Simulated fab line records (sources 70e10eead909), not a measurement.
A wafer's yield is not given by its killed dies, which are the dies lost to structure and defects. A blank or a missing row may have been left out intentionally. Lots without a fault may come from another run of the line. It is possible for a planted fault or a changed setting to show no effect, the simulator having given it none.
Struck lot and sound lot, side by side / flow nand-harc / 13 out of 1302 route steps
Sound: the wafers L796.3, L796.4, L796.5. Wafers L813.2, L813.4, L813.6 were the ones struck. The cause comes at the end.
Per side, at each step with rows, come the tool, then ch with its chambers, and then its first start. Under that, the readings that differ: sound wafers / struck wafers / difference of the means / sigmas: that difference in standard deviations of wafers without a fault.
alike: readings whose means differ by less than 2 such deviations, and words and numbers that are the same on both sides. not compared: withheld readings, readings that some wafer has no value for, bounds like >300 that may hide the same value, and numbers for which the record gives no deviation and whose values overlap.
A row with sigmas, a row that says differs or no value, or rows on one side alone: a step with any of these is where the two part. When numbers do not overlap yet have no deviation, they are printed without sigmas and do not part them. Lack of a reading on every wafer of one side parts them only where that side has two or more wafers.

NHARC_A_SLIT_ETCH_26: etches the open film in C4F8/O2/Ar, time 90 s, target depth 400 nm.
  sound on har-etch-01 ch 0,1, day 20 20:34; struck on har-etch-01 ch 0, day 28 23:58
  alike: drypump-motor-current-A, showerhead-plenum-p-Torr, throttle-valve-pct
  not compared: rf-hours-counter-h
then, 1 step without rows for these wafers: NHARC_A_SLIT_STRIP_28 (strips in O2/COS).
NHARC_A_SLIT_ETCH_29: etches the open film in CF4/O2, target depth 100 nm, overetch 10 nm, time 55 s.
  sound on rie-diel-06 ch 0,1,3, day 20 21:23; struck on rie-diel-03 ch 0,1,2, day 29 00:59
reading=rf-vpp-V (V); sound=199.7 200.0 198.8; struck=197.3 195.3 196.4; difference=-3.2; sigmas=-2
  alike: drypump-motor-current-A, oes_f_703_au, oes-product-au, showerhead-plenum-p-Torr, throttle-valve-pct
  not compared: rf-hours-counter-h
NHARC_A_SLIT_STRIP_18: strips in O2.
  sound: rie-diel-06 ch 0,1; struck: rie-diel-03 ch 0,3
  alike: drypump-motor-current-A, oes-product-au, rf-vpp-V, showerhead-plenum-p-Torr, throttle-valve-pct
  not compared: rf-hours-counter-h
then, 2 steps without rows for these wafers: NHARC_A_SLIT_PRECLEAN_19 (cleans in SC1); NHARC_A_SLIT_SRD_20.
NHARC_A_SLIT_CD_MEAS_21:
  sound on cd-sem-01 at day 20 21:56; struck on cd-sem-01 at day 29 01:31
  alike: cd-nm
then, 3 steps without rows for these wafers: NHARC_A_SIN_REMOVE_WET_00 (chemistry H3PO4, time 15300 s); NHARC_A_SIN_REMOVE_PRECLEAN_01 (cleans in SC1); NHARC_A_SIN_REMOVE_SRD_02.
NHARC_A_SIN_REMOVE_INSPECT_04:
  sound on defect-inspect-02 at day 21 03:14; struck on defect-inspect-02 at day 29 08:06
  alike: raw-defect-count
NHARC_A_WL_FILL_ALD_00: deposits Al2O3, target thk 3 nm, pulse time 3 s, ald cycles 30.
  sound on ald-hk-04 ch 1,2, day 21 04:11; struck on ald-hk-02 ch 0,1,2, day 29 08:11
reading=ald-cycles; sound=30 30 30; struck=25 25 25; difference=-5; sigmas=
  alike: heater-power-outer-w, heater-power-w, precursor-pulse-height-rel
NHARC_A_WL_FILL_RTA_01: time 5 s.
  sound on rtp-anneal-01 ch 0, day 21 04:31; struck on rtp-anneal-02 ch 0, day 29 08:27
reading=lamp-power-pct (%); sound=29.24 29.24 29.22; struck=29.82 29.70 29.77; difference=+0.53; sigmas=+2
reading=lamp_zone_3_pct (%); sound=29.20 29.20 29.21; struck=29.77 29.76 29.76; difference=+0.56; sigmas=+2
reading=lamp_zone_7_pct (%); sound=29.67 29.72 29.65; struck=30.26 30.25 30.23; difference=+0.57; sigmas=+2
  alike: lamp_zone_1_pct, wafer_temp_C_max

== WHERE THEY PART ==
Last at NHARC_A_WL_FILL_RTA_01 as far as this record goes, first at NHARC_A_SLIT_ETCH_29.

WHY: what had been put in by the simulator
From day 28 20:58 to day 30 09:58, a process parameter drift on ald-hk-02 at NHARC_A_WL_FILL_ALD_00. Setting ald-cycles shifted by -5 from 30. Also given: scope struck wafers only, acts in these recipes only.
